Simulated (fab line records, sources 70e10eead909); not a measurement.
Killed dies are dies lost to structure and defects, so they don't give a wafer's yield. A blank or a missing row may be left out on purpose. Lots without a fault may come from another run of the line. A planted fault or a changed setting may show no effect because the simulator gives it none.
fab line records | flow nand_harc
record lots=7 wafers=21 last_day=33
route steps=1302 shown P_M2@339 P_BONDPAD@351
lots that met no fault: from a run of the same line without faults
start_h: hours from the record's first day to the start of the lot's first wafer shown | wait_h: hours since the lot's step before | " the same as in the row above | L1.1+2: a row that stands for several wafers | - no value, or no start given | * or withheld: withheld | < > ~ a bound
route shown NAME@n: a module of which the file shows steps, and the number in the route of the first | usual: mean/standard deviation of fault-free wafers | same: alike in all rows | chamber/n: place in a boat | sites: the reading at each site | _std_site: their standard deviation | _edge_site: outer sites' mean less inner sites' | radius_mm: how far each site lies from the wafer's centre | mask NAME#n: copy n | behind: the tool/chamber that last shaped the wafer | hold: why the lot was held/for how many hours/how that ended | device: the transistor (n, p or np) that didn't switch | end of line: the same wafers' tests at the end of the route | a step without rows: its recipe alone | killed: dies lost to structure and defects at the first sort, not the wafer's yield | map: a wafer's dies, x killed, . not, _ none there
set.NAME: the setting as run; set.NAME@STEP: as run at that earlier step | model.NAME: the simulator's own value behind a step, which no gauge read
lots at some steps of the route; a table a step, a row a wafer
services: from which hour (start_h, from the record's first day; less than 0 if before it) a tool's chamber was out of use, for how many hours, and why
## steps
# step NHARC_P_M2_PRE_CLEAN_30
# recipe time_s=30 temp_c=280 gas=H2/He
# step NHARC_P_M2_PVD_20
# recipe target_thk_a=50 bias_v=168.6 power_w=15000 chamber_pressure_pa=0.12 time_s=8.06 substrate_temp_c=50 material=TaN
# usual cathode_dc_power_W=15000/2.7 throttle_valve_pct=30.1/1.2
# columns lot.wafer tool chamber start_h wait_h cathode_dc_power_W throttle_valve_pct
L405.1 pvd_sputter-03 - - - 14999 29.4
L405.6 " - " " 15003 29.8
L405.5 " - " " 15003 29.4
L404.3 pvd_sputter-01 - - - 15002 30.7
L404.2 " - " " 15006 33.0
L404.5 " - " " 15002 28.1
L407.3 pvd_sputter-02 - - - 14998 30.4
L407.5 " - " " 14998 31.0
L407.6 " - " " 15000 30.2
L406.3 pvd_sputter-02 - - - 15000 30.7
L406.4 " - " " 15002 28.2
L406.5 " - " " 15004 31.0
L408.3 pvd_sputter-01 - - - 15003 29.8
L408.1 " - " " 14997 28.6
L408.5 " - " " 14999 32.8
L415.3 pvd_sputter-03 - - - 14999 29.5
L415.4 " - " " 15003 29.8
L415.6 " - " " 15002 30.4
L419.2 pvd_sputter-01 - - - 15002 30.1
L419.5 " - " " 15000 29.8
L419.6 " - " " 15003 28.6
# step NHARC_P_M2_PVD_21
# recipe target_thk_a=300 chamber_pressure_pa=5 power_w=5000 substrate_temp_c=30 time_s=20.49 material=Cu
# step NHARC_P_M2_ECD_22
# recipe target_thk_a=4000 bath_temp_c=25 material=Cu
# step NHARC_P_M2_ANNEAL_31
# recipe temp_c=225 time_s=90
# usual wafer_temp_C_max=225.91/0.25
# columns lot.wafer tool chamber start_h wait_h wafer_temp_C_max
L405.1 rtp_anneal-02 0 184.36 - 225.80
L405.5 " 0 " " 225.77
L405.6 " 0 " " 225.55
L404.2 rtp_anneal-02 0 185.26 0.3 226.12
L404.3 " 0 " " 226.00
L404.5 " 0 " " 225.76
L407.3 rtp_anneal-01 0 202.63 0.3 225.75
L407.5 " 0 " " 225.77
L407.6 " 0 " " 225.83
L406.3 rtp_anneal-02 0 203.95 0.3 226.15
L406.4 " 0 " " 225.96
L406.5 " 0 " " 226.12
L408.1 rtp_anneal-01 0 219.51 - 225.43
L408.3 " 0 " " 225.70
L408.5 " 0 " " 226.06
L415.3 rtp_anneal-02 0 290.91 - 226.05
L415.4 " 0 " " 226.88
L415.6 " 0 " " 225.97
L419.2 rtp_anneal-02 0 327.94 0.3 225.91
L419.5 " 0 " " 225.78
L419.6 " 0 " " 225.92
# step NHARC_P_M2_CMP_23
# recipe t_overpolish_s=20 target_thk_nm=144.3
# usual motor_current_A=12.3/0.92 time_to_endpoint_s=28.7/2.1
# columns lot.wafer tool chamber start_h wait_h motor_current_A time_to_endpoint_s
L405.1 cmp-03 1 184.70 - 12.4 26.3
L405.5 " 1 " " 12.6 28.5
L405.6 " 2 " " 13.5 28.7
L404.3 cmp-01 2 185.61 - 12.6 32.1
L404.2 " 3 " " 13.5 30.0
L404.5 " 1 " " 11.8 32.2
L407.3 cmp-01 2 202.90 - 12.7 29.5
L407.6 " 1 " " 10.9 27.4
L407.5 " 2 " " 12.2 27.3
L406.4 cmp-03 3 204.25 - 11.2 32.3
L406.3 " 0 " " 12.1 34.8
L406.5 " 2 " " 13.7 29.7
L408.1 cmp-03 3 219.85 - 11.9 27.5
L408.3 " 1 " " 11.8 25.1
L408.5 " 0 " " 12.4 30.1
L415.3 cmp-04 3 291.15 - 11.5 30.8
L415.4 " 1 " " 11.3 29.6
L415.6 " 0 " " 13.2 27.4
L419.2 cmp-03 0 328.24 - 12.9 29.7
L419.5 " 0 " " 12.4 31.3
L419.6 " 1 " " 12.3 25.6
# step NHARC_P_M2_THK_MEAS_24
# recipe thk_meas_gauge=xrf
# usual thk_nm=144.1/1.5
# columns lot.wafer tool chamber start_h wait_h thk_nm
L405.1 film_metro-01 - 185.02 - 146.4
L405.5 " - " " 140.9
L405.6 " - " " 142.0
L404.2 film_metro-01 - 185.87 - 143.9
L404.3 " - " " 144.8
L404.5 " - " " 142.9
L407.3 film_metro-02 - 203.19 - 144.5
L407.5 " - " " 142.4
L407.6 " - " " 141.8
L406.3 film_metro-01 - 204.50 - 145.4
L406.4 " - " " 146.7
L406.5 " - " " 144.3
L408.1 film_metro-02 - 220.17 - 144.8
L408.3 " - " " 145.1
L408.5 " - " " 144.0
L415.3 film_metro-02 - 291.47 - 143.6
L415.4 " - " " 142.6
L415.6 " - " " 144.1
L419.2 film_metro-02 - 328.56 - 143.3
L419.5 " - " " 145.9
L419.6 " - " " 141.5
# step NHARC_P_M2_SRD_25
# step NHARC_P_M2_INSPECT_27
# usual raw_defect_count=325/130
# columns lot.wafer tool chamber start_h wait_h raw_defect_count
L405.1 defect_inspect-02 - 185.19 0.1 338
L405.5 " - " " 379
L405.6 " - " " 209
L404.2 defect_inspect-01 - 186.02 0.0 236
L404.3 " - " " 625
L404.5 " - " " 345
L407.3 defect_inspect-01 - 203.34 0.0 391
L407.5 " - " " 344
L407.6 " - " " 277
L406.3 defect_inspect-02 - 204.66 0.0 464
L406.4 " - " " 265
L406.5 " - " " 328
L408.1 defect_inspect-01 - 220.33 0.0 494
L408.3 " - " " 253
L408.5 " - " " 313
L415.3 defect_inspect-02 - 291.67 0.0 275
L415.4 " - " " 347
L415.6 " - " " 226
L419.2 defect_inspect-02 - 328.71 0.0 378
L419.5 " - " " 416
L419.6 " - " " 520
# step NHARC_P_M2_PRE_CLEAN_32
# recipe time_s=12 temp_c=370 rf_power_w=300 gas=NH3
# step NHARC_P_M2_DEP_33
# recipe target_thk_a=300 temp_c=370 target_thk_nm=30 pressure_torr=3 flow_sccm=200 rf_w=450 material=SiCN
# usual chamber_pressure_Torr=2.999/0.0064 heater_power_outer_w=346/53 heater_power_w=604/72 showerhead_vpp_V=1280/35
# columns lot.wafer tool chamber start_h wait_h chamber_pressure_Torr heater_power_outer_w heater_power_w showerhead_vpp_V
L405.1 pecvd-04 2 185.43 0.1 2.999 323 621 1303
L405.6 " 0 " " 2.991 273 514 1294
L405.5 " 2 " " 3.002 325 618 1298
L404.3 pecvd-01 1 186.21 0.1 2.992 358 654 1272
L404.2 " 2 " " 2.991 312 511 1263
L404.5 " 0 " " 2.998 262 467 1238
L407.3 pecvd-01 1 203.49 0.1 2.999 366 654 1263
L407.6 " 2 " " 3.004 311 506 1291
L407.5 " 0 " " 2.994 279 489 1250
L406.4 pecvd-04 2 204.97 0.2 2.998 310 622 1309
L406.3 " 0 " " 2.999 348 611 1287
L406.5 " 0 " " 3.001 337 611 1276
L408.3 pecvd-01 1 220.47 0.1 3.014 330 614 1301
L408.1 " 0 " " 3.006 339 586 1260
L408.5 " 2 " " 3.004 349 565 1270
L415.3 pecvd-02 2 291.90 0.1 3.010 474 735 1185
L415.6 " 1 " " 2.993 265 537 1358
L415.4 " 2 " " 2.998 471 749 1209
L419.2 pecvd-01 2 328.86 0.1 2.996 282 512 1286
L419.6 " 2 " " 3.001 293 498 1288
L419.5 " 0 " " 3.002 331 563 1224
# step NHARC_P_BONDPAD_DEP_00
# recipe target_thk_a=2500 temp_c=370 target_thk_nm=250 pressure_torr=3 flow_sccm=200 rf_w=450 material=SiCN
# usual chamber_pressure_Torr=3.000/0.0062 heater_power_outer_w=358/59 heater_power_w=617/71 showerhead_vpp_V=1277/44
# columns lot.wafer tool chamber start_h wait_h chamber_pressure_Torr heater_power_outer_w heater_power_w showerhead_vpp_V
L405.1 pecvd-02 0 185.80 - 3.001 460 748 1276
L405.6 " 0 " " 3.008 464 743 1294
L405.5 " 1 " " 3.003 319 598 1338
L404.2 pecvd-02 2 186.58 - - - - -
L404.3 " 1 " " - - - -
L404.5 " 1 " " - - - -
L407.3 pecvd-04 2 204.04 - - - - -
L407.6 " 2 " " - - - -
L407.5 " 0 " " - - - -
L406.3 pecvd-04 0 205.40 0.3 - - - -
L406.5 " 0 " " - - - -
L406.4 " 1 " " - - - -
L408.3 pecvd-01 2 220.91 - 3.003 329 538 1306
L408.1 " 0 " " 3.012 314 534 1239
L408.5 " 1 " " 3.005 388 687 1299
L415.3 pecvd-04 0 292.32 - 3.004 320 539 1265
L415.4 " 1 " " 2.996 398 641 1318
L415.6 " 2 " " 2.993 274 566 1289
L419.2 pecvd-02 2 329.27 - 3.007 412 647 1181
L419.5 " 2 " " 3.009 420 646 1187
L419.6 " 1 " " 2.999 298 578 1343
# step NHARC_P_BONDPAD_CMP_32
# recipe target_thk_nm=200 material=SiCN
# usual motor_current_A=12.2/1.2
# columns lot.wafer tool chamber start_h wait_h motor_current_A
L405.1 cmp-03 1 186.24 - 11.9
L405.5 " 2 " " 14.6
L405.6 " 3 " " 11.9
L404.3 cmp-01 3 187.04 0.3 13.0
L404.2 " 0 " " 14.3
L404.5 " 1 " " 11.4
L407.3 cmp-01 1 204.50 0.4 10.7
L407.6 " 3 " " 12.9
L407.5 " 0 " " 13.5
L406.3 cmp-01 0 205.79 0.3 13.3
L406.4 " 1 " " 10.6
L406.5 " 3 " " 13.3
L408.3 cmp-02 1 221.32 - 9.8
L408.1 " 2 " " 12.0
L408.5 " 0 " " 10.7
L415.3 cmp-03 0 292.66 - 12.6
L415.4 " 1 " " 11.8
L415.6 " 0 " " 12.7
L419.2 cmp-02 3 329.75 - 12.1
L419.6 " 0 " " 10.9
L419.5 " 1 " " 9.5
# step NHARC_P_BONDPAD_SRD_34
## services
# columns tool chamber start_h hours kind
pecvd-01 - 161.98 1.1 repair
cmp-01 - 163.92 4.0 pm
pecvd-01 - 179.22 0.8 repair
cmp-03 - 182.78 0.4 repair
pvd_sputter-01 - 189.52 0.5 repair
cmp-02 - 190.40 1.2 repair
pecvd-04 1 192.13 13.0 repair
pvd_sputter-01 - 202.00 10.0 pm
pecvd-02 - 203.00 13.0 pm
cmp-02 - 211.52 4.0 pm
pecvd-04 2 223.50 5.2 repair
cmp-03 - 236.15 4.0 pm
pecvd-04 - 245.23 13.0 pm
cmp-01 - 250.66 1.9 repair
pecvd-02 2 255.07 2.4 repair
pvd_sputter-02 - 258.10 10.0 pm
cmp-01 - 261.92 4.0 pm
pecvd-01 - 287.00 13.0 pm
cmp-03 - 287.66 0.3 repair
cmp-02 - 299.00 0.5 repair
pvd_sputter-02 - 305.21 1.6 repair
cmp-02 - 309.59 4.0 pm
cmp-01 - 309.94 1.3 repair
pvd_sputter-03 - 324.00 10.0 pm
## key
first_sign step=NHARC_P_BONDPAD_DEP_00 reading=tool_record direction=missing
effect none on later readings
met_at NHARC_P_BONDPAD_DEP_00
struck_wafers L404.2,L404.3,L404.5,L406.3,L406.4,L406.5,L407.3,L407.5,L407.6
later_rows_left_out L404.2,L404.3,L404.5,L406.3,L406.4,L406.5,L407.3,L407.5,L407.6
sort_left_out L404.2,L404.3,L404.5,L406.3,L406.4,L406.5,L407.3,L407.5,L407.6
onset_between 185.80 186.58
fault kind=skipped_step_whole tool=pecvd-02,pecvd-04 chamber=- onset_h=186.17 steps=NHARC_P_BONDPAD_DEP_00 scope=struck_lots_only
# sort_left_out: the simulated sort isn't trusted on such a fault, so these wafers' sort isn't shown, and their yield isn't known
# later_rows_left_out: the simulator's readings of these wafers behind a module that went badly wrong aren't trusted and aren't shown, but for the sort
